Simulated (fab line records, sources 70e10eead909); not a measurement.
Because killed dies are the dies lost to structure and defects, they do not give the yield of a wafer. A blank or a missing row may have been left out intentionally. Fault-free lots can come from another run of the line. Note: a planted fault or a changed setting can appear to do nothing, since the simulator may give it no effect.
Chamber matching || flow nandHarc || NHARC_P_CONTACT_STRIP_28 on rieDiel-11: 4 sister chambers
The step strips in O2. 8 wafers are shown with their chamber, then 12 later ones without.

## EACH WAFER AND ITS CHAMBER
{"wafer": "L081.3", "chamber": 3, "oesProductAu (a.u.)": 0.987, "rfVppV (V)": 59.0}
{"wafer": "L085.1", "chamber": 3, "oesProductAu (a.u.)": 1.006, "rfVppV (V)": 58.1}
{"wafer": "L085.2", "chamber": 2, "oesProductAu (a.u.)": 1.013, "rfVppV (V)": 56.4}
{"wafer": "L086.1", "chamber": 0, "oesProductAu (a.u.)": 0.998, "rfVppV (V)": 57.4}
{"wafer": "L086.5", "chamber": 0, "oesProductAu (a.u.)": 0.989, "rfVppV (V)": 56.8}
{"wafer": "L089.1", "chamber": 1, "oesProductAu (a.u.)": 1.008, "rfVppV (V)": 57.7}
{"wafer": "L089.4", "chamber": 2, "oesProductAu (a.u.)": 0.999, "rfVppV (V)": 57.9}
{"wafer": "L089.6", "chamber": 1, "oesProductAu (a.u.)": 1.009, "rfVppV (V)": 57.3}

## WAFERS WITH NO CHAMBER GIVEN
{"wafer": "L091.4", "oesProductAu (a.u.)": 0.998, "rfVppV (V)": 57.5}
{"wafer": "L091.5", "oesProductAu (a.u.)": 0.991, "rfVppV (V)": 57.3}
{"wafer": "L091.6", "oesProductAu (a.u.)": 1.018, "rfVppV (V)": 59.7}
{"wafer": "L094.1", "oesProductAu (a.u.)": 1.025, "rfVppV (V)": 56.5}
{"wafer": "L094.2", "oesProductAu (a.u.)": 1.011, "rfVppV (V)": 58.4}
{"wafer": "L094.5", "oesProductAu (a.u.)": 1.010, "rfVppV (V)": 58.6}
{"wafer": "L096.1", "oesProductAu (a.u.)": 1.008, "rfVppV (V)": 58.2}
{"wafer": "L096.2", "oesProductAu (a.u.)": 1.008, "rfVppV (V)": 58.1}
{"wafer": "L096.6", "oesProductAu (a.u.)": 1.021, "rfVppV (V)": 57.9}
{"wafer": "L097.3", "oesProductAu (a.u.)": 1.001, "rfVppV (V)": 57.4}
{"wafer": "L097.4", "oesProductAu (a.u.)": 1.010, "rfVppV (V)": 57.9}
{"wafer": "L097.6", "oesProductAu (a.u.)": 1.010, "rfVppV (V)": 57.6}

## WHICH CHAMBER EACH ONE RAN IN
{"wafer": "L091.4", "from the rows above": "can't be placed: 0 or 2 or 1 or 3", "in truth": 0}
{"wafer": "L091.5", "from the rows above": "can't be placed: 0 or 2 or 3 or 1", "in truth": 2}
{"wafer": "L091.6", "from the rows above": "can't be placed: 3 or 1 or 2 or 0", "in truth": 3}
{"wafer": "L094.1", "from the rows above": "can't be placed: 2 or 1 or 0", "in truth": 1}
{"wafer": "L094.2", "from the rows above": "can't be placed: 1 or 3 or 2 or 0", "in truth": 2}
{"wafer": "L094.5", "from the rows above": "can't be placed: 3 or 1 or 2 or 0", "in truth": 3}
{"wafer": "L096.1", "from the rows above": "can't be placed: 1 or 3 or 2 or 0", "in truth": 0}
{"wafer": "L096.2", "from the rows above": "can't be placed: 1 or 2 or 3 or 0", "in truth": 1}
{"wafer": "L096.6", "from the rows above": "can't be placed: 1 or 2 or 3 or 0", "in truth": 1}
{"wafer": "L097.3", "from the rows above": "can't be placed: 2 or 1 or 0 or 3", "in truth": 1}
{"wafer": "L097.4", "from the rows above": "can't be placed: 1 or 2 or 3 or 0", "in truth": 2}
{"wafer": "L097.6", "from the rows above": "can't be placed: 1 or 2 or 0 or 3", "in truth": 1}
Correct placement for 0 of the 12. These rows do not allow placing 12 (true chamber among the candidates in 12). Wrongly placed: 0.
How it was worked out, from the rows above alone: a wafer's distance from a chamber is the root of the sum, over the readings, of the square of ((its reading less the chamber's mean) divided by the reading's scatter). If the next closest chamber is less than 2 further off than the closest, the wafer can't be placed; otherwise it belongs to the closest. Each chamber's mean is taken over the wafers shown for it. The scatter is the square root of a quotient: the sum, over the shown wafers, of each reading's squared deviation from its chamber's mean, divided by wafers minus chambers.
